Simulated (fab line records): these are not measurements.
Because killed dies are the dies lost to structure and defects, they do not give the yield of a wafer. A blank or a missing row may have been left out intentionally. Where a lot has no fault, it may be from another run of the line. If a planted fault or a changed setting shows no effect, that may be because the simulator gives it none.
Which of the tools did it? :: flow n5-finfet :: 9 lots, 27 wafers sampled, at 2 steps of a route of 1938

WHAT THE GAUGES SHOWED, per wafer
N5_BEOL_M15_RC_MEAS_101. Usual: COMB_M10 1.43e-11 S/m, standard deviation 2.7e-12; COMB_M11 1.4e-11 S/m, standard deviation 3.2e-12; COMB_M12 6.3e-12 S/m, standard deviation 1.3e-12; COMB_M13 4.7e-12 S/m, standard deviation 1.2e-12; COMB_M14 3.5e-12 S/m, standard deviation 8.8e-13; COMB_M15 2.4e-12 S/m, standard deviation 6.4e-13; COMB_M5 3.6e-11 S/m, standard deviation 7.5e-12; COMB_M6 2.6e-11 S/m, standard deviation 4.8e-12; COMB_M7 2.5e-11 S/m, standard deviation 5.1e-12; COMB_M8 2.4e-11 S/m, standard deviation 4.8e-12; COMB_M9 1.48e-11 S/m, standard deviation 2.9e-12; SERP_M10 3.04 ohm/um, standard deviation 0.084; SERP_M11 3.08 ohm/um, standard deviation 0.078; SERP_M11_max_site 3.17 ohm/um, standard deviation 0.079; SERP_M12 0.631 ohm/um, standard deviation 0.018; SERP_M13 0.308 ohm/um, standard deviation 0.0056; SERP_M14 0.159 ohm/um, standard deviation 0.0039; SERP_M5 39.8 ohm/um, standard deviation 1.9; SERP_M6 13.6 ohm/um, standard deviation 0.5; SERP_M7 13.8 ohm/um, standard deviation 0.51; SERP_M7_max_site 14.4 ohm/um, standard deviation 0.56; SERP_M8 13.9 ohm/um, standard deviation 0.58; SERP_M9 3.09 ohm/um, standard deviation 0.077.
lot: L130
measured: day 12 01:55
on: prober-01
COMB_M10 (S/m): 1.43e-11 1.5e-11 1.48e-11
COMB_M11 (S/m): 1.4e-11 1.5e-11 1.1e-11
COMB_M12 (S/m): 7.4e-12 8.9e-12 6.2e-12
COMB_M13 (S/m): 4.6e-12 4.3e-12 4.3e-12
COMB_M14 (S/m): 5.4e-12 3.2e-12 4.1e-12
COMB_M15 (S/m): 2.5e-12 2e-12 2.8e-12
COMB_M5 (S/m): 3.6e-11 2.6e-11 2.7e-11
COMB_M6 (S/m): 2.3e-11 1.8e-11 2.9e-11
COMB_M7 (S/m): 2.3e-11 2e-11 2.4e-11
COMB_M8 (S/m): 3.2e-11 1.9e-11 3.2e-11
COMB_M9 (S/m): 1.59e-11 1.77e-11 1.28e-11
SERP_M10 (ohm/um): 2.94 3.03 3.08
SERP_M11 (ohm/um): 3.16 3.14 3.01
SERP_M11_max_site (ohm/um): 3.23 3.19 3.13
SERP_M12 (ohm/um): 0.641 0.603 0.621
SERP_M13 (ohm/um): 0.312 0.315 0.312
SERP_M14 (ohm/um): 0.155 0.154 0.158
SERP_M5 (ohm/um): 39.7 39.7 39.4
SERP_M6 (ohm/um): 13.5 13.8 12.9
SERP_M7 (ohm/um): 14.0 13.6 13.3
SERP_M7_max_site (ohm/um): 14.4 14.4 14.0
SERP_M8 (ohm/um): 14.2 14.5 13.7
SERP_M9 (ohm/um): 3.09 3.07 3.03
flag: 

lot: L131
measured: day 12 06:07
on: prober-01
COMB_M10 (S/m): 1.64e-11 1.39e-11 1.32e-11
COMB_M11 (S/m): 1.5e-11 1.2e-11 2.1e-11
COMB_M12 (S/m): 7.3e-12 5.3e-12 4.4e-12
COMB_M13 (S/m): 4.1e-12 4.7e-12 3.8e-12
COMB_M14 (S/m): 4.5e-12 3.9e-12 4e-12
COMB_M15 (S/m): 2.4e-12 2.6e-12 2.4e-12
COMB_M5 (S/m): 2.9e-11 3.1e-11 5e-11
COMB_M6 (S/m): 3.4e-11 1.8e-11 2.8e-11
COMB_M7 (S/m): 2.3e-11 2.5e-11 3.2e-11
COMB_M8 (S/m): 2.1e-11 2.1e-11 2.3e-11
COMB_M9 (S/m): 1.5e-11 1.69e-11 2.05e-11
SERP_M10 (ohm/um): 2.97 3.04 3.00
SERP_M11 (ohm/um): 3.08 3.17 3.26
SERP_M11_max_site (ohm/um): 3.12 3.27 3.32
SERP_M12 (ohm/um): 0.606 0.610 0.622
SERP_M13 (ohm/um): 0.313 0.314 0.297
SERP_M14 (ohm/um): 0.157 0.155 0.157
SERP_M5 (ohm/um): 44.0 41.0 42.9
SERP_M6 (ohm/um): 12.8 13.0 13.4
SERP_M7 (ohm/um): 13.8 14.2 13.5
SERP_M7_max_site (ohm/um): 14.2 14.7 14.4
SERP_M8 (ohm/um): 14.7 14.5 15.0
SERP_M9 (ohm/um): 3.06 2.97 3.07
flag: 

lot: L133
measured: day 13 04:10
on: prober-01
COMB_M10 (S/m): 1.24e-11 1.69e-11 7.2e-12
COMB_M11 (S/m): 1.1e-11 6e-12 1e-11
COMB_M12 (S/m): 6.9e-12 7.5e-12 6.4e-12
COMB_M13 (S/m): 6.4e-12 5.5e-12 6.8e-12
COMB_M14 (S/m): 2.9e-12 3.5e-12 2.3e-12
COMB_M15 (S/m): 2.2e-12 1.5e-12 1.6e-12
COMB_M5 (S/m): 3.3e-11 4.3e-11 4.3e-11
COMB_M6 (S/m): 2e-11 1.3e-11 2e-11
COMB_M7 (S/m): 2.7e-11 2.6e-11 2.4e-11
COMB_M8 (S/m): 2.7e-11 1.7e-11 1.7e-11
COMB_M9 (S/m): 9.8e-12 9.3e-12 1.18e-11
SERP_M10 (ohm/um): 3.09 2.95 3.01
SERP_M11 (ohm/um): 3.13 3.00 2.93
SERP_M11_max_site (ohm/um): 3.22 3.11 3.03
SERP_M12 (ohm/um): 0.630 0.647 0.628
SERP_M13 (ohm/um): 0.320 0.317 0.321
SERP_M14 (ohm/um): 0.169 0.167 0.168
SERP_M5 (ohm/um): 37.7 39.4 39.7
SERP_M6 (ohm/um): 13.3 13.0 13.9
SERP_M7 (ohm/um): 12.9 12.9 14.2
SERP_M7_max_site (ohm/um): 13.6 13.6 14.6
SERP_M8 (ohm/um): 14.9 14.9 14.5
SERP_M9 (ohm/um): 3.10 3.10 3.06
flag: 

lot: L134
measured: day 13 10:07
on: prober-02
COMB_M10 (S/m): 1.34e-11 1.79e-11 1.53e-11
COMB_M11 (S/m): 2e-11 1.9e-11 1.4e-11
COMB_M12 (S/m): 6.9e-12 7.1e-12 9e-12
COMB_M13 (S/m): 6.1e-12 5.8e-12 5.9e-12
COMB_M14 (S/m): 4.1e-12 4.3e-12 3.9e-12
COMB_M15 (S/m): 2.3e-12 2.7e-12 2.6e-12
COMB_M5 (S/m): 2.4e-11 4.8e-11 3.9e-11
COMB_M6 (S/m): 2.4e-11 2.4e-11 2.3e-11
COMB_M7 (S/m): 3.3e-11 2.9e-11 3e-11
COMB_M8 (S/m): 2.4e-11 2.1e-11 1.8e-11
COMB_M9 (S/m): 1.33e-11 1.51e-11 1.13e-11
SERP_M10 (ohm/um): 3.03 2.95 2.91
SERP_M11 (ohm/um): 3.02 3.06 2.94
SERP_M11_max_site (ohm/um): 3.09 3.13 2.97
SERP_M12 (ohm/um): 0.613 0.606 0.594
SERP_M13 (ohm/um): 0.301 0.306 0.307
SERP_M14 (ohm/um): 0.163 0.157 0.162
SERP_M5 (ohm/um): 38.8 39.8 40.9
SERP_M6 (ohm/um): 14.6 14.0 13.6
SERP_M7 (ohm/um): 13.6 13.4 13.6
SERP_M7_max_site (ohm/um): 14.0 14.1 13.9
SERP_M8 (ohm/um): 13.6 13.8 14.0
SERP_M9 (ohm/um): 3.01 3.14 3.11
flag: 

lot: L140
measured: day 15 01:05
on: prober-02
COMB_M10 (S/m): 1.46e-11 9.2e-12 1.06e-11
COMB_M11 (S/m): 1.4e-11 1.2e-11 1.5e-11
COMB_M12 (S/m): 6.8e-12 7.6e-12 7.9e-12
COMB_M13 (S/m): 5.3e-12 6e-12 6.9e-12
COMB_M14 (S/m): 4.7e-12 4e-12 4.3e-12
COMB_M15 (S/m): 2.5e-12 2.9e-12 2.7e-12
COMB_M5 (S/m): 3.7e-11 3.4e-11 3.4e-11
COMB_M6 (S/m): 2.6e-11 3e-11 2.3e-11
COMB_M7 (S/m): 3.3e-11 1.5e-11 2e-11
COMB_M8 (S/m): 2.5e-11 3.1e-11 3.1e-11
COMB_M9 (S/m): 1.89e-11 1.26e-11 1.97e-11
SERP_M10 (ohm/um): 3.07 3.09 3.04
SERP_M11 (ohm/um): 2.98 3.04 3.11
SERP_M11_max_site (ohm/um): 3.03 3.09 3.17
SERP_M12 (ohm/um): 0.631 0.606 0.642
SERP_M13 (ohm/um): 0.305 0.305 0.300
SERP_M14 (ohm/um): 0.160 0.157 0.159
SERP_M5 (ohm/um): 40.6 39.7 42.9
SERP_M6 (ohm/um): 14.0 13.5 13.5
SERP_M7 (ohm/um): 13.8 13.7 14.5
SERP_M7_max_site (ohm/um): 14.0 14.4 14.7
SERP_M8 (ohm/um): 14.0 13.6 12.9
SERP_M9 (ohm/um): 3.14 3.13 3.07
flag: 

lot: L143
measured: day 15 14:12
on: prober-02
COMB_M10 (S/m): 1.42e-11 9.5e-12 1.2e-11
COMB_M11 (S/m): 1.6e-11 1.8e-11 1.3e-11
COMB_M12 (S/m): 6.6e-12 5.9e-12 7.3e-12
COMB_M13 (S/m): 4.9e-12 5.7e-12 4.7e-12
COMB_M14 (S/m): 4.2e-12 3.2e-12 3.8e-12
COMB_M15 (S/m): 3.2e-12 2.9e-12 2.6e-12
COMB_M5 (S/m): 5.6e-11 4.4e-11 4.1e-11
COMB_M6 (S/m): 2.6e-11 2.4e-11 2.5e-11
COMB_M7 (S/m): 2e-11 1.9e-11 2.5e-11
COMB_M8 (S/m): 3.3e-11 3e-11 1.5e-11
COMB_M9 (S/m): 1.35e-11 1.5e-11 1.27e-11
SERP_M10 (ohm/um): 2.96 3.03 3.03
SERP_M11 (ohm/um): 3.12 3.10 3.11
SERP_M11_max_site (ohm/um): 3.21 3.16 3.25
SERP_M12 (ohm/um): 0.635 0.629 0.644
SERP_M13 (ohm/um): 0.305 0.312 0.307
SERP_M14 (ohm/um): 0.156 0.157 0.156
SERP_M5 (ohm/um): 38.0 38.8 36.6
SERP_M6 (ohm/um): 13.8 13.7 13.4
SERP_M7 (ohm/um): 13.6 14.4 14.3
SERP_M7_max_site (ohm/um): 14.0 15.0 14.8
SERP_M8 (ohm/um): 13.3 14.1 13.9
SERP_M9 (ohm/um): 3.27 3.07 3.14
flag: 

lot: L146
measured: day 16 03:04
on: prober-02
COMB_M10 (S/m): 1.46e-11 1.52e-11 1.66e-11
COMB_M11 (S/m): 1.2e-11 1.4e-11 1.6e-11
COMB_M12 (S/m): 7.3e-12 5.4e-12 5.7e-12
COMB_M13 (S/m): 6.3e-12 5.6e-12 4.8e-12
COMB_M14 (S/m): 3.1e-12 4.5e-12 3.8e-12
COMB_M15 (S/m): 2.3e-12 1.6e-12 2.6e-12
COMB_M5 (S/m): 3.2e-11 4.5e-11 4.1e-11
COMB_M6 (S/m): 3e-11 2e-11 3e-11
COMB_M7 (S/m): 2.8e-11 2.1e-11 2.9e-11
COMB_M8 (S/m): 2.4e-11 2.1e-11 1.9e-11
COMB_M9 (S/m): 2.19e-11 2.05e-11 1.84e-11
SERP_M10 (ohm/um): 2.86 2.98 2.92
SERP_M11 (ohm/um): 3.04 3.00 3.13
SERP_M11_max_site (ohm/um): 3.09 3.07 3.22
SERP_M12 (ohm/um): 0.649 0.645 0.637
SERP_M13 (ohm/um): 0.300 0.299 0.316
SERP_M14 (ohm/um): 0.159 0.161 0.161
SERP_M5 (ohm/um): 41.0 39.8 44.9
SERP_M6 (ohm/um): 14.8 14.7 13.5
SERP_M7 (ohm/um): 14.7 15.1 14.7
SERP_M7_max_site (ohm/um): 15.0 16.1 15.5
SERP_M8 (ohm/um): 14.7 13.9 14.4
SERP_M9 (ohm/um): 3.13 3.06 3.05
flag: 

lot: L149
measured: day 17 07:43
on: prober-01
COMB_M10 (S/m): 1.38e-11 1.17e-11 1.39e-11
COMB_M11 (S/m): 1.3e-11 1.3e-11 2e-11
COMB_M12 (S/m): 5.5e-12 8.2e-12 5e-12
COMB_M13 (S/m): 4.3e-12 5.3e-12 3.7e-12
COMB_M14 (S/m): 4.1e-12 2.6e-12 2.5e-12
COMB_M15 (S/m): 1.8e-12 1e-12 1.6e-12
COMB_M5 (S/m): 4.2e-11 2.5e-11 3e-11
COMB_M6 (S/m): 2.6e-11 1.7e-11 1.8e-11
COMB_M7 (S/m): 2.7e-11 3.2e-11 2.4e-11
COMB_M8 (S/m): 1.8e-11 2e-11 1.4e-11
COMB_M9 (S/m): 1.32e-11 1.47e-11 1.56e-11
SERP_M10 (ohm/um): 3.00 2.98 3.04
SERP_M11 (ohm/um): 3.09 2.99 2.99
SERP_M11_max_site (ohm/um): 3.16 3.08 3.08
SERP_M12 (ohm/um): 0.617 0.617 0.597
SERP_M13 (ohm/um): 0.296 0.303 0.297
SERP_M14 (ohm/um): 0.156 0.156 0.156
SERP_M5 (ohm/um): 39.7 40.1 38.9
SERP_M6 (ohm/um): 13.3 13.0 13.7
SERP_M7 (ohm/um): 13.5 14.4 14.3
SERP_M7_max_site (ohm/um): 14.0 14.9 14.9
SERP_M8 (ohm/um): 13.3 14.2 14.1
SERP_M9 (ohm/um): 3.09 3.07 2.97
flag: 

lot: L150
measured: day 17 12:49
on: prober-01
COMB_M10 (S/m): 1.18e-11 1.64e-11 1.85e-11
COMB_M11 (S/m): 1.4e-11 1.7e-11 1e-11
COMB_M12 (S/m): 6.1e-12 6e-12 6e-12
COMB_M13 (S/m): 2.6e-12 2.8e-12 4.2e-12
COMB_M14 (S/m): 2.9e-12 3.6e-12 2.4e-12
COMB_M15 (S/m): 1.9e-12 2.1e-12 1.9e-12
COMB_M5 (S/m): 2.7e-11 3e-11 3e-11
COMB_M6 (S/m): 3.1e-11 2.7e-11 2.2e-11
COMB_M7 (S/m): 2.7e-11 3.6e-11 1.8e-11
COMB_M8 (S/m): 3.3e-11 2.5e-11 2.5e-11
COMB_M9 (S/m): 1.28e-11 1.2e-11 1.12e-11
SERP_M10 (ohm/um): 3.03 3.07 3.09
SERP_M11 (ohm/um): 3.08 2.86 2.98
SERP_M11_max_site (ohm/um): 3.25 3.10 3.17
SERP_M12 (ohm/um): 0.621 0.644 0.666
SERP_M13 (ohm/um): 0.313 0.318 0.301
SERP_M14 (ohm/um): 0.163 0.161 0.166
SERP_M5 (ohm/um): 38.5 37.0 35.2
SERP_M6 (ohm/um): 14.0 13.5 12.9
SERP_M7 (ohm/um): 13.5 13.8 13.9
SERP_M7_max_site (ohm/um): 13.8 14.6 14.4
SERP_M8 (ohm/um): 14.6 14.1 13.8
SERP_M9 (ohm/um): 3.00 3.06 3.09
flag: 

EACH LOT AND THE TOOL THAT RAN IT (in order: tool; ch and the chambers of the sampled wafers; start)
lot: L130
N5_BEOL_M15_DEGAS_41: pvd-sputter-01, day 12 00:21

lot: L131
N5_BEOL_M15_DEGAS_41: pvd-sputter-02, day 12 04:38

lot: L133
N5_BEOL_M15_DEGAS_41: pvd-sputter-02, day 13 02:29

lot: L134
N5_BEOL_M15_DEGAS_41: pvd-sputter-02, day 13 07:55

lot: L140
N5_BEOL_M15_DEGAS_41: pvd-sputter-02, day 14 23:41

lot: L143
N5_BEOL_M15_DEGAS_41: pvd-sputter-02, day 15 12:21

lot: L146
N5_BEOL_M15_DEGAS_41: pvd-sputter-03, day 16 01:32

lot: L149
N5_BEOL_M15_DEGAS_41: pvd-sputter-03, day 17 06:00

lot: L150
N5_BEOL_M15_DEGAS_41: pvd-sputter-01, day 17 10:45
- N5_BEOL_M15_DEGAS_41: time 60 s.

AS READ BY THE TOOLS THEMSELVES (means over the sampled wafers that have a number; for cases with no such wafer, the mark the record gives instead)
N5_BEOL_M15_DEGAS_41. Usual: heater-power-w 470 W, standard deviation 48.
lot: L130
tool: pvd-sputter-01
heater-power-w (W): 511
flag: 

lot: L131
tool: pvd-sputter-02
heater-power-w (W): 417
flag: 

lot: L133
tool: pvd-sputter-02
heater-power-w (W): 452
flag: 

lot: L134
tool: pvd-sputter-02
heater-power-w (W): 512
flag: 

lot: L140
tool: pvd-sputter-02
heater-power-w (W): 470
flag: 

lot: L143
tool: pvd-sputter-02
heater-power-w (W): 474
flag: 

lot: L146
tool: pvd-sputter-03
heater-power-w (W): 428
flag: 

lot: L149
tool: pvd-sputter-03
heater-power-w (W): 439
flag: 

lot: L150
tool: pvd-sputter-01
heater-power-w (W): 528
flag: 

THE ANSWER, worked out from the rows above alone
Rule: take the mean of a lot's wafers that have a number; if it is more than 3 standard deviations from the usual mean, the lot is off. Also off: a lot with no number at a reading for which 4 or more lots have one. Any other lot the step has rows for is counted as sound. Order of review: gauges by route order, followed by the tools' own readings, for which a lot's mean as printed above is used. At the first step where some lot is off, the reading lying furthest off is the one used; lots without a number count as furthest.
None of the lots is off at any reading shown; this tells nothing.

WHAT WAS PUT IN BY THE SIMULATOR
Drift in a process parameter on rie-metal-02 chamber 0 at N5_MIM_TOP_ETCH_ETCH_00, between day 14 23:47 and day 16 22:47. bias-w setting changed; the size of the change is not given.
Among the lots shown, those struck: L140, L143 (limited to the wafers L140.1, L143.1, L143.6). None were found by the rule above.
